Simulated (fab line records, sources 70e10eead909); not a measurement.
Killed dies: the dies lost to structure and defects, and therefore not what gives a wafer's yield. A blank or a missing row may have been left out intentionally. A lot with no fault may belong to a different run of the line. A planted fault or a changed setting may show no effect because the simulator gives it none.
A lot that was struck, set against a sound lot ; flow nand harc ; 14 steps out of a route of 1302
Sound: the wafers L119.2, L119.4, L119.5. Struck: wafers L125.3, L125.6. (L125.4 of the same lot was not struck and is left out.) The cause comes at the end.
For every step that has rows: the tool of each side, followed by ch and its chambers, followed by its first start. Under that, the readings that differ: sound wafers ; struck wafers ; difference of the means ; sigmas: that difference in standard deviations of wafers without a fault.
alike: words and numbers the same on both sides, and readings whose means are apart by under 2 such deviations; not compared: readings that were withheld, readings missing a value for some wafer, numbers with overlapping values and no deviation given by the record, and bounds like >300 which may hide the same value.
A row with sigmas, a row that says differs or no value, or rows on one side alone: a step with any of these is where the two part. Numbers that don't overlap but have no deviation are shown without sigmas and don't part them. A reading missing from all wafers of one side parts the sides only when that side holds two or more wafers.

first, 10 steps without rows for these wafers: NHARC_A_STAIRCASE_SRD_241; NHARC_A_STAIRCASE_DEHYDRATE_242 (time 120 s); NHARC_A_STAIRCASE_HMDS_243 (time 30 s); NHARC_A_STAIRCASE_COAT_244; NHARC_A_STAIRCASE_SOFTBAKE_245 (time 170 s); NHARC_A_STAIRCASE_EBR_246; NHARC_A_STAIRCASE_EXPOSE_247 (exposes mask SDS 1); NHARC_A_STAIRCASE_PEB_248 (peb time 130 s); NHARC_A_STAIRCASE_DEVELOP_249 (time 140 s); NHARC_A_STAIRCASE_HARDBAKE_251 (time 140 s).
NHARC_A_STAIRCASE_DESCUM_252: chemistry O2, time 3 s.
  sound on rie diel-06 ch 1,2,3, day 20 15:19; struck on rie diel-10 ch 1,2, day 22 06:34
  alike: drypump motor current A, oes product au, rf vpp V, showerhead plenum p Torr, throttle valve pct
  not compared: rf hours counter h
NHARC_A_STAIRCASE_ETCH_253: etches the open film in C4F8/O2, target depth 50 nm, time 20.2 s.
  sound on rie diel-06 ch 0,2, day 20 15:27; struck on rie diel-10 ch 1, day 22 06:41
reading;sound;struck;difference;sigmas
oes product au (a.u.);0.930 0.910 0.913;1.281 1.282;+0.364;+18
  alike: rf vpp V
  not compared: rf hours counter h
NHARC_A_STAIRCASE_STRIP_254: strips in O2.
  sound on plasma asher-01 ch 0,1, day 20 15:32; struck on plasma asher-02 ch 1, day 22 06:52
reading;sound;struck;difference;sigmas
drypump motor current A (A);6.27 6.26 5.80;5.51 5.52;-0.59;-2
  alike: heater power w, rf refl power W, temp c
  not compared: rf hours counter h
-- the record jumps here: 9 days lie between the struck wafers' starts before and after (it left off in module A_STAIRCASE and takes up again in module END, whose first step shown is number 1302 of the route) --
NHARC_END_SORT_01:
  at this point the record logs the struck wafers (prober-02 ch 0, day 31 09:47) and has no rows for the sound ones

## WHERE THEY PART
Earliest at NHARC_A_STAIRCASE_ETCH_253; latest, in this record, at NHARC_END_SORT_01.

WHY: the cause the simulator had injected
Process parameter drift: rie diel-10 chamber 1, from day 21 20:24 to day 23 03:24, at NHARC_A_STAIRCASE_ETCH_253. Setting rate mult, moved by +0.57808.
